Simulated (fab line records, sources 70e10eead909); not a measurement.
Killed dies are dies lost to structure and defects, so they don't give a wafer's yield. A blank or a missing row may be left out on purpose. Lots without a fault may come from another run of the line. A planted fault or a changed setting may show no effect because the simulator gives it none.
Which tool did it? | flow nand_harc | 14 lots, 42 wafers sampled, at 4 steps of a route of 1159

WHAT THE GAUGES READ, wafer by wafer
NHARC_A_CONTACT_CD_MEAS_42: target cd 200 nm.
lot  | measured     | on        | cd_nm (nm)
L926 | day 17 09:23 | cd_sem-02 | 200.0 199.1 199.6
L925 | day 17 08:41 | cd_sem-01 | 200.1 199.6 200.2
L928 | day 18 02:14 | cd_sem-02 | 199.8 201.0 200.5
L927 | day 18 11:33 | cd_sem-02 | 200.0 200.3 199.3
L929 | day 18 18:08 | cd_sem-03 | 199.8 200.8 199.8
L930 | day 18 20:04 | cd_sem-02 | 200.2 199.6 200.0
L931 | day 19 00:09 | cd_sem-01 | 199.7 200.0 200.0
L932 | day 19 03:26 | cd_sem-03 | 199.9 199.3 199.7
L934 | day 20 09:53 | cd_sem-01 | 200.6 200.6 200.3
L941 | day 20 20:28 | cd_sem-03 | 200.6 200.1 200.6
L935 | day 20 15:20 | cd_sem-01 | 200.5 199.8 199.7
L936 | day 22 08:52 | cd_sem-02 | 199.1 198.7 199.0
L946 | day 22 18:44 | cd_sem-02 | 199.2 199.7
L947 | day 22 20:52 | cd_sem-01 | 199.1 199.4

WHICH TOOL RAN EACH LOT (tool, then ch and the chambers of the sampled wafers, then the start)
lot  | NHARC_A_WL_FILL_STRIP_27             | NHARC_A_WL_FILL_ALD_10           | NHARC_A_WL_FILL_ETCHBACK_17
L926 | plasma_asher-01 ch 0,1, day 15 21:32 | ald_hk-02 ch 1,3, day 16 03:33   | rie_metal-03 ch 0,1, day 16 07:49
L925 | plasma_asher-01 ch 0,1, day 15 21:41 | ald_hk-01 ch 0,1,3, day 16 05:08 | rie_metal-02 ch 0,1, day 16 08:56
L928 | plasma_asher-01 ch 0,1, day 16 14:40 | ald_hk-03 ch 0,1, day 16 20:25   | rie_metal-03 ch 0,1, day 17 00:46
L927 | plasma_asher-02 ch 0,1, day 17 07:16 | ald_hk-01 ch 0,1, day 17 12:44   | rie_metal-01 ch 0,1, day 17 17:34
L929 | plasma_asher-02 ch 0,1, day 17 10:40 | ald_hk-02 ch 0,1, day 17 17:59   | rie_metal-02 ch 0,1, day 17 22:49
L930 | plasma_asher-02 ch 0, day 17 16:04   | ald_hk-01 ch 0,2, day 17 22:57   | rie_metal-01 ch 1, day 18 03:14
L931 | plasma_asher-01 ch 0,1, day 17 18:56 | ald_hk-02 ch 0,1,3, day 17 22:04 | rie_metal-02 ch 0,1, day 18 02:24
L932 | plasma_asher-02 ch 0,1, day 17 23:47 | ald_hk-02 ch 0,1,2, day 18 08:34 | rie_metal-02 ch 0,1, day 18 12:52
L934 | plasma_asher-01 ch 0,1, day 19 07:28 | ald_hk-02 ch 1,2, day 19 13:43   | rie_metal-02 ch 1, day 19 18:31
L941 | plasma_asher-02 ch 0,1, day 19 07:34 | ald_hk-03 ch 1,2,3, day 19 16:36 | rie_metal-02 ch 0,1, day 19 21:26
L935 | plasma_asher-01 ch 0,1, day 19 10:49 | ald_hk-01 ch 0,2,3, day 19 16:42 | rie_metal-01 ch 0,1, day 19 21:36
L936 | plasma_asher-01 ch 0,1, day 20 17:20 | ald_hk-03 ch 0,1,3, day 20 23:51 | rie_metal-01 ch 0,1, day 21 06:43
L946 | plasma_asher-01 ch 0,1, day 21 09:29 | ald_hk-02 ch 0,1,2, day 21 15:38 | rie_metal-01 ch 0,1, day 21 20:26
L947 | plasma_asher-01 ch 0,1, day 21 14:35 | ald_hk-01 ch 1,2, day 21 19:48   | rie_metal-01 ch 0,1, day 22 00:43
- NHARC_A_WL_FILL_STRIP_27: strips in N2/H2, time 20 s.
- NHARC_A_WL_FILL_ALD_10: deposits SiO2, target thk 50 nm, pulse time 10 s, ald cycles 500.
- NHARC_A_WL_FILL_ETCHBACK_17: etches the open film in Cl2/BCl3, target depth 4 nm, time 26.7 s.

WHAT THE TOOLS THEMSELVES READ (means of the sampled wafers that have a number; where no wafer has one, the mark that the record gives instead)
NHARC_A_WL_FILL_STRIP_27.
lot  | tool            | drypump_motor_current_A (A) | heater_power_w (W)
L926 | plasma_asher-01 | 5.7                         | 369
L925 | plasma_asher-01 | 5.7                         | 371
L928 | plasma_asher-01 | 5.6                         | 367
L927 | plasma_asher-02 | 6.0                         | 287
L929 | plasma_asher-02 | 6.3                         | 282
L930 | plasma_asher-02 | 5.5                         | 295
L931 | plasma_asher-01 | 5.8                         | 398
L932 | plasma_asher-02 | 6.3                         | 276
L934 | plasma_asher-01 | 5.7                         | 369
L941 | plasma_asher-02 | 6.3                         | 279
L935 | plasma_asher-01 | 5.8                         | 392
L936 | plasma_asher-01 | 5.8                         | 383
L946 | plasma_asher-01 | 5.7                         | 363
L947 | plasma_asher-01 | 5.8                         | 390

NHARC_A_WL_FILL_ALD_10.
lot  | tool      | heater_power_w (W) | precursor_pulse_height_rel
L926 | ald_hk-02 | 455                | 0.993
L925 | ald_hk-01 | 423                | 0.990
L928 | ald_hk-03 | 481                | 1.009
L927 | ald_hk-01 | 385                | 1.009
L929 | ald_hk-02 | 515                | 1.011
L930 | ald_hk-01 | 441                | 0.998
L931 | ald_hk-02 | 482                | 1.013
L932 | ald_hk-02 | 504                | 0.996
L934 | ald_hk-02 | 496                | 1.016
L941 | ald_hk-03 | 452                | 1.004
L935 | ald_hk-01 | 456                | 0.999
L936 | ald_hk-03 | 453                | 1.006
L946 | ald_hk-02 | 490                | 0.995
L947 | ald_hk-01 | 434                | 1.015

NHARC_A_WL_FILL_ETCHBACK_17.
lot  | tool         | drypump_motor_current_A (A) | he_backside_leak_sccm (sccm) | oes_product_au (a.u.)
L926 | rie_metal-03 | 5.7                         | 3.56                         | 1.005
L925 | rie_metal-02 | 6.1                         | 3.38                         | 0.998
L928 | rie_metal-03 | 5.6                         | 3.57                         | 1.011
L927 | rie_metal-01 | 5.8                         | 3.02                         | 0.987
L929 | rie_metal-02 | 6.0                         | 3.33                         | 1.009
L930 | rie_metal-01 | 5.7                         | 3.59                         | 0.984
L931 | rie_metal-02 | 6.0                         | 3.26                         | 1.006
L932 | rie_metal-02 | 5.6                         | 3.44                         | 1.001
L934 | rie_metal-02 | 6.5                         | 3.17                         | 0.988
L941 | rie_metal-02 | 6.0                         | 3.22                         | 1.002
L935 | rie_metal-01 | 5.8                         | 3.22                         | 0.986
L936 | rie_metal-01 | 5.8                         | 3.19                         | 1.008
L946 | rie_metal-01 | 5.8                         | 3.15                         | 0.943
L947 | rie_metal-01 | 5.8                         | 3.21                         | 0.950

THE ANSWER, worked out from the rows above alone
Rule: what is usual is taken from the lots themselves. Put in order of their means at a reading, lots are off if they are a third of the lots or fewer, leave a main group of 4 or more, and stand apart from it by a gap of 3 or more times the standard deviation of the main group's means; of several such gaps the widest counts. A main group whose means are all the same, to the digits that the tables above print for the reading, isn't used. A lot without any number at a reading at which 4 lots or more have one is off too. The other lots that the step has rows for count as sound. The gauges are gone through in route order, then the tools' own readings, and for those a lot's mean is taken as printed above. The first step at which some lot is off is used, and at that step the reading that is off furthest; a lot without a number counts as furthest.
Off: L946, L947, at NHARC_A_WL_FILL_ETCHBACK_17 (oes_product_au). The main group: mean 0.999 a.u., standard deviation 0.0095.
A tool fits if, at that step or a process step before it, it ran every lot that is off, and no sound lot after the first of them. Can't be told from this: 2 tools fit, plasma_asher-01 at NHARC_A_WL_FILL_STRIP_27, rie_metal-01 at NHARC_A_WL_FILL_ETCHBACK_17.

WHAT THE SIMULATOR HAD PUT IN
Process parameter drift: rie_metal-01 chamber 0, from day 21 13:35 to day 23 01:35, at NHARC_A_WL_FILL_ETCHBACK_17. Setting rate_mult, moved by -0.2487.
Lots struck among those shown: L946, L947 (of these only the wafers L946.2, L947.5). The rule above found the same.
